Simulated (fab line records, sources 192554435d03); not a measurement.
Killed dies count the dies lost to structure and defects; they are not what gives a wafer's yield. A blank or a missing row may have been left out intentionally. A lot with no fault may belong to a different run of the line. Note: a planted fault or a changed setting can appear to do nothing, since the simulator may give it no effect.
fab line records -- flow n5-finfet
record: lots: 5, wafers: 14, last-day: 19
route steps=1938 shown BEOL_M0_SAQP@646 BEOL_M4@1111 PASSIVATION@1936
lots that met no fault: from a run of the same line without faults
start-h: hours from the record's opening day to when the first of the lot's shown wafers began -- wait-h: hours elapsed since this lot's preceding step -- " as in the row above -- L1.1+2: a single row standing in for several wafers -- - no value, or no start given -- * or withheld: withheld -- < > ~ a bound
route shown NAME@n: a module of which the file shows steps, and the number in the route of the first -- usual: mean and standard deviation over wafers with no fault -- same: alike in all rows -- chamber/n: place in a boat -- sites: each site's reading -- _std_site: the values' standard deviation -- _edge_site: outer sites' mean less inner sites' -- radius-mm: for every site, how far away it sits from the centre of the wafer -- mask NAME#n: copy n -- behind: the last tool/chamber to shape the wafer -- hold: reason for holding the lot/hours on hold/outcome of the hold -- device: which transistor (n, p or np) failed to switch -- end of line: tests of these same wafers at the route's end -- a step without rows: its recipe alone -- killed: the dies lost at the first sort to structure and to defects; this is not the yield of the wafer -- map: shows each die of a wafer: x if killed, . if not, _ if none is there
set.NAME: the run value of the setting; set.NAME@STEP: its run value at that earlier step -- model.NAME: the simulator's own value behind a step, which no gauge read
lots at selected steps of the route; one table per step, one row per wafer
services: a tool's chamber out of use, with start hour (start-h, from the record's first day; less than 0 if before it), hours out, and reason
== steps ==
step: N5_BEOL_M0_SAQP_EXPOSE_11
recipe: mask-id: M0_CORE, na: 1.35, source-shape: dipole, sigma-inner: 0.538, sigma-outer: 0.738, polarization: te, target-cd-nm: 42, dose-mj: 55
step: N5_BEOL_M0_SAQP_PEB_12
recipe: peb-temp-c: withheld, peb-time-s: 60, resist: CAR-ArF
step: N5_BEOL_M0_SAQP_DEVELOP_13
recipe: develop-time-s: 30, developer: TMAH, resist: CAR-ArF, dev-temp-c: 23, rinse-liquid: diw, dry: air-spin
step: N5_BEOL_M0_SAQP_DESCUM_19
recipe: chemistry: O2, time-s: 7.9, source-power-w: 50, bias-power-w: 20, pressure-mtorr: 20, rf-frequency-hz: 2.712e+07, temp-c: 40, resist: CAR-ArF, o2-flow-sccm: 225
step: N5_BEOL_M0_SAQP_ETCH_83
recipe: chemistry: CF4, target: SiARC, target-depth-a: 390, mask-material: CAR-ArF, time-s: 65, ion-energy-ev: 80, pressure-mtorr: 40, source-w: 545, bias-w: 36, Ar_flow_sccm: 100, cf4-flow-sccm: 100, ends: cleared
step: N5_BEOL_M0_SAQP_ETCH_84
recipe: chemistry: N2/H2, target: SOC, target-depth-a: 1000, overetch-a: 200, mask-material: SiARC, temp-c: 40, time-s: 150, ion-energy-ev: 200, pressure-mtorr: 30, source-w: 840, bias-w: 150, n2-flow-sccm: 200, h2-flow-sccm: 200
step: N5_BEOL_M0_SAQP_STRIP_80
recipe: chemistry: N2/H2, temp-c: 40, n2-flow-sccm: 200, h2-flow-sccm: 200, rf-frequency-hz: 6e+07
step: N5_BEOL_M0_SAQP_HM_OPEN_112
recipe: chemistry: CHF3/O2, target: SiO2, stop-on: a-Si, target-depth-a: 120, over-etch-frac: 1.25, mask-material: SOC, time-s: 13.5, pressure-mtorr: 30, source-w: 650, bias-w: 170, Ar_flow_sccm: 200, CHF3_flow_sccm: 50, O2_flow_sccm: 5, ion-energy-ev: 200, ends: end-point
step: N5_BEOL_M0_SAQP_STRIP_113
recipe: chemistry: CHF3/O2, resist: SiARC, rf-frequency-hz: 6e+07
step: N5_BEOL_M0_SAQP_MANDREL_ETCH_20
recipe: target-depth-a: 600, chemistry: HBr/Cl2, target: a-Si, stop-on: SiNx, bt-time-s: 10, mask-material: SOC, over-etch-frac: 0.5, time-s: 30, pressure-mtorr: 10, icp-w: 800, bias-w: 75, HBr_flow_sccm: 150, Cl2_flow_sccm: 80, ends: end-point
usual: drypump-motor-current-A: 5.7/0.38, mfc-cl2-sccm: 80.03/0.25, oes-product-au: 0.775/0.0097, over-etch-frac: 0.5/0, throttle-valve-pct: 35.5/0.32
lot.wafer,tool,chamber,start-h,wait-h,drypump-motor-current-A,mfc-cl2-sccm,oes-product-au,over-etch-frac,rf-hours-counter-h,throttle-valve-pct
L893.2,rie-si-06,3,133.93,0.0,6.3,80.05,0.768,0.5,118,35.7
L893.5,rie-si-06,3,133.93,0.0,6.3,80.48,0.778,0.5,-,35.7
L893.6,rie-si-06,0,133.93,0.0,5.4,80.07,0.779,0.5,-,35.8
L899.2,rie-si-06,3,173.49,0.0,6.2,80.30,0.778,0.5,119,35.7
L899.3,rie-si-06,2,173.49,0.0,5.7,80.36,0.762,0.50918,157,34.9
L899.5,rie-si-06,0,173.49,0.0,5.4,79.75,0.781,0.5,-,35.8
L903.2,rie-si-06,1,197.45,0.0,5.7,80.12,0.765,0.5,123,36.1
L903.4,rie-si-06,0,197.45,0.0,5.4,79.95,0.765,0.50918,162,35.8
L904.1,rie-si-06,0,201.46,0.0,5.4,80.11,0.777,0.5,163,35.8
L904.4,rie-si-06,1,201.46,0.0,5.7,80.18,0.762,0.50918,123,36.1
L904.5,rie-si-06,1,201.46,0.0,5.7,80.29,0.768,0.5,-,36.1
L910.1,rie-si-02,2,235.76,0.0,6.4,80.28,0.781,0.5,96,35.3
L910.3,rie-si-02,3,235.76,0.0,5.4,79.98,0.770,0.5,93,35.7
L910.4,rie-si-02,1,235.76,0.0,5.6,80.16,0.782,0.5,-,35.2
step: N5_BEOL_M0_SAQP_STRIP_86
recipe: chemistry: N2/H2, power-w: 500, temp-c: 40, pressure-mtorr: 50, rf-frequency-hz: 6e+07, overash-fraction: 0.3, bias-power-w: 28, h2-frac: 0.5, n2-flow-sccm: 300, h2-flow-sccm: 300
step: N5_BEOL_M4_RC_MEAS_101
usual: DIBL_N: 35.8/1.7, DIBL_P: 35.3/2, IOFF_N: 0.150/0.026, IOFF_P: 0.194/0.029, ION_N: 667/11, ION_P: 456/7.1, SS_N: 71.4/0.65, SS_P: 73.1/0.64, VT_N: 251/3, VT_P: -252/3.2
lot.wafer,tool,chamber,start-h,wait-h,DIBL_N[mV/V],DIBL_P[mV/V],IOFF_N[nA/um],IOFF_P[nA/um],ION_N[uA/um],ION_P[uA/um],SS_N[mV/dec],SS_P[mV/dec],VT_N[mV],VT_P[mV]
L893.2,prober-02,0,244.41,0.2,37.8,36.6,0.176,0.210,681,463,71.4,73.4,250,-248
L893.5,prober-02,0,244.41,0.2,37.0,35.5,0.159,0.197,662,454,71.0,72.3,248,-251
L893.6,prober-02,0,244.41,0.2,37.0,36.2,0.160,0.199,673,455,72.0,73.4,251,-251
L899.2,prober-02,0,276.97,0.2,33.1,31.7,0.117,0.160,661,457,70.1,72.4,251,-254
L899.3,prober-02,0,276.97,0.2,34.5,31.8,0.126,0.158,680,459,70.9,73.3,252,-255
L899.5,prober-02,0,276.97,0.2,38.0,37.0,0.185,0.239,683,463,71.2,73.1,248,-248
L904.1,prober-02,0,313.71,0.0,33.4,34.1,0.117,0.176,664,461,70.9,72.9,255,-251
L904.4,prober-02,0,313.71,0.0,35.8,37.1,0.152,0.223,675,469,70.9,73.5,248,-249
L904.5,prober-02,0,313.71,0.0,38.3,38.8,0.194,0.245,684,465,71.8,74.2,247,-246
L903.2,prober-01,0,317.83,0.2,37.3,35.9,0.184,0.223,687,468,71.8,73.1,247,-251
L903.4,prober-01,0,317.83,0.2,38.2,34.3,0.182,0.198,672,448,72.7,73.5,250,-253
L910.1,prober-01,0,344.16,0.0,36.8,37.6,0.154,0.215,668,459,71.5,73.2,251,-251
L910.3,prober-01,0,344.16,0.0,36.1,36.8,0.144,0.207,670,464,71.6,73.1,250,-251
L910.4,prober-01,0,344.16,0.0,37.6,37.2,0.186,0.212,668,453,72.7,73.5,248,-252
step: N5_PASSIVATION_PROBE_49
usual: defect-limited-yield: 91.5/1.4, killed_at_M0_to_M3: 34/11, killed_at_M4_up: 15/6, killed-at-contacts: 11/5.9, killed-at-front-end: 37/11, killed-at-other: 3.6/2.9, killed-dies: 101/17, killed-open: 66/12, killed-short: 33/7.8, sort_bin_5_function: 5.0/0.97, sort_bin_6_memory: 3.2/0.65, sort_bin_8_speed: 0.02/0.2, sort-n-pass: 1079/17, sort-yield-pct: 91.4/1.4
same: gross-dies: 1180, killed-at-back-side: 0, sort_bin_4_leakage[%]: 0
lot.wafer,tool,chamber,start-h,wait-h,defect-limited-yield[%],killed_at_M0_to_M3,killed_at_M4_up,killed-at-contacts,killed-at-front-end,killed-at-other,killed-dies,killed-open,killed-short,sort_bin_5_function[%],sort_bin_6_memory[%],sort_bin_8_speed[%],sort-n-pass,sort-yield-pct[%]
L899.2,prober-01,-,375.92,0.1,92.9,33,8,3,35,5,84,62,22,4.7,2.3,0,1096,92.9
L899.3,prober-01,-,375.97,0.1,90.7,27,7,5,69,2,110,70,40,4.7,4.2,0,1070,90.7
L899.5,prober-01,-,376.07,0.2,93.2,19,11,11,36,3,80,53,25,3.7,2.6,0,1100,93.2
killed by level:class
L899.2 BEOL_M2:geometric-particle:open=9 FIN_SAQP:geometric-particle:open=7 STI_FIN_REVEAL:geometric-particle:open=7 DUMMY_GATE:geometric-particle:open=7 BEOL_M0_SAQP:geometric-particle:short=6 BEOL_M1:geometric-particle:open=6 BEOL_M3:geometric-particle:open=6 BEOL_M4:geometric-particle:short=4
L899.3 STI_FIN_REVEAL:geometric-particle:open=26 FIN_SAQP:geometric-particle:open=8 BEOL_M1:geometric-particle:open=8 BEOL_M3:geometric-particle:open=7 STI_FIN_REVEAL:geometric-particle:short=6 STARTING-WAFER:geometric-particle:short=6 FIN_SAQP:geometric-particle:short=5 DUMMY_GATE:geometric-particle:open=5
L899.5 STI_FIN_REVEAL:geometric-particle:open=9 MOL_CONTACT_COAG:geometric-particle:open=9 BEOL_M1:geometric-particle:open=7 DUMMY_GATE:geometric-particle:open=5 FIN_SAQP:geometric-particle:short=4 DUMMY_GATE:geometric-particle:short=4 BEOL_M5:geometric-particle:open=4 GATE_CUT:geometric-particle:short=4
== services ==
tool,chamber,start-h,hours,kind
rie-si-02,3,174.52,23.4,repair
rie-si-02,0,175.83,7.0,repair
rie-si-02,0,193.10,3.9,repair
rie-si-06,-,218.94,2.8,pm
rie-si-02,0,232.10,4.7,repair
== key ==
first-sign: step: N5_BEOL_M0_SAQP_MANDREL_ETCH_20, reading: over-etch-frac, direction: up, sigmas: 99+, usual: 0.5, struck: 0.50918
effect none on later readings
met-at N5_BEOL_M0_SAQP_MANDREL_ETCH_20
struck-wafers L899.3,L903.4,L904.4
onset-between 133.93 173.49
fault: kind: process-parameter-drift, tool: rie-si-06, chamber: -, onset-h: 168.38, steps: N5_BEOL_M0_SAQP_MANDREL_ETCH_20, channel: over-etch-frac, offset: 0.0091767, shape: step, end-h: 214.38, scope: struck-wafers-only, acts-in: these-recipes-only, stated: 0.5
